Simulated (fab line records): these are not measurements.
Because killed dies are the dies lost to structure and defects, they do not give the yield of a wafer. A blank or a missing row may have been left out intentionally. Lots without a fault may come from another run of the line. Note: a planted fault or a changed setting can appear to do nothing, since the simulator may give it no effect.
Problem report in the 8D (eight disciplines) form, filled by code :: flow n5-finfet :: the parts of the form that need people (team, actions taken, sign-off) are left out

== 1. THE ISSUE ==
On 2 wafers of 1 lot, cathode-dc-power-W at N5_BEOL_M14_SPUTTER_43 has a mean of 16420 W; fault-free wafers read 15000 W, standard deviation 2.4. That is +99 or more standard deviations from the usual mean.
The step: material TaN, target thk 15 nm, time 24.19 s.
Earliest sighting: wafer L857.2 on pvd-sputter-01 at day 17 02:48. The record holds 13 wafers of 5 lots with a number at this step. By rule, "out" or "out of limits" means more than 4 standard deviations away from the usual mean. All remaining wafers that have a number are taken as sound.

== 2. WHAT IT IS, AND WHAT IT ISN'T ==
question: which readings at this step
is: cathode-dc-power-W
is not: bias-v, throttle-valve-pct

question: which lots
is: L857
is not: L844, L847, L852, L864

question: which wafers of those lots
is: L857.2, L857.6
is not: L857.4

question: read on which tools
is: pvd-sputter-01
is not: pvd-sputter-02, pvd-sputter-03

question: when
is: from day 17 02:48
is not: up to then (8 sound wafers); but 3 sound wafers of L864 came after

== 3. SUSPECTS, AND WHAT RULES EACH OUT ==
Counting: if a tool at a process step up to the reading ran every lot that is out, it stays a suspect. Sound lots after the first of them don't rule it out here, since some wafers of a struck lot are sound.
- rie-diel-06 at N5_BEOL_M14_ETCH_67 (etches SiARC in CF4, target depth 143 nm, time 238.3 s): kept. The lot that is out, L857, ran on it at day 16 23:22; the last sound lot it ran before that was L844, at day 13 06:21.
- rie-diel-06 at N5_BEOL_M14_STRIP_37 (strips in O2): kept. The lot that is out, L857, ran on it at day 17 02:05; the last sound lot it ran before that was L852, at day 15 19:26.
- rie-diel-06 at N5_BEOL_M14_ETCH_38 (etches SiCN in CF4/N2, target depth 106.5 nm, time 120.6 s): kept. The lot that is out, L857, ran on it at day 17 02:46; the last sound lot it ran before that was L852, at day 15 19:58. N5_BEOL_M14_ETCH_38 gives no start for some lots, so the hours and the order of its lots are those of N5_BEOL_M14_PRE_CLEAN_42.
- pvd-sputter-01 at N5_BEOL_M14_PRE_CLEAN_42 (time 30 s): kept. The lot that is out, L857, ran on it at day 17 02:46; the last sound lot it ran before that was L847, at day 13 22:19.
- pvd-sputter-01 at N5_BEOL_M14_SPUTTER_43 (material TaN, target thk 15 nm, time 24.19 s): kept. The lot that is out, L857, ran on it at day 17 02:48; the last sound lot it ran before that was L847, at day 13 22:22. Its own readings are out on those wafers: cathode-dc-power-W.
- Within rie-diel-06 at N5_BEOL_M14_ETCH_67: the wafers that are out ran in chambers 0, 2; their sound lot-mates ran in chamber 3.
- Within rie-diel-06 at N5_BEOL_M14_STRIP_37: the wafers that are out ran in chambers 0, 1; their sound lot-mates ran in chamber 3.
- Within rie-diel-06 at N5_BEOL_M14_ETCH_38: the wafers that are out ran in chambers 0, 1; their sound lot-mates ran in chamber 3.
Left after counting: rie-diel-06 at N5_BEOL_M14_ETCH_67, rie-diel-06 at N5_BEOL_M14_STRIP_37, rie-diel-06 at N5_BEOL_M14_ETCH_38, pvd-sputter-01 at N5_BEOL_M14_PRE_CLEAN_42, pvd-sputter-01 at N5_BEOL_M14_SPUTTER_43.

== 4. THE CAUSE (what the simulator had put in) ==
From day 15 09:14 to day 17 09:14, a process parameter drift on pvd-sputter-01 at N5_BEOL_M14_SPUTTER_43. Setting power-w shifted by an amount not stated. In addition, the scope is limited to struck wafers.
Counting leaves 5 suspects; this tool is one of them.

== 5. THE EFFECT CHAIN, in route order ==
Each row: a reading where the mean over the struck wafers with a number is more than 3 standard deviations away from the usual. Readings are gone through only where the record gives a usual standard deviation; hours: the median, over the lots, of the time from a lot's start at the first step in this table giving one to that lot's start at this step; sigmas: the change measured in usual standard deviations.
hours: 0
step: N5_BEOL_M14_SPUTTER_43
reading: cathode-dc-power-W
usual: 15000 W
on struck wafers: 16420
change: +1420
sigmas: +99 or more
Its process steps:
- N5_BEOL_M14_SPUTTER_43: material TaN, target thk 15 nm, time 24.19 s.

== 6. WHAT WOULD HAVE CAUGHT IT SOONER ==
In this record no reading fell out of limits until day 17 02:48, 42 hours after the fault had begun at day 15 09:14.
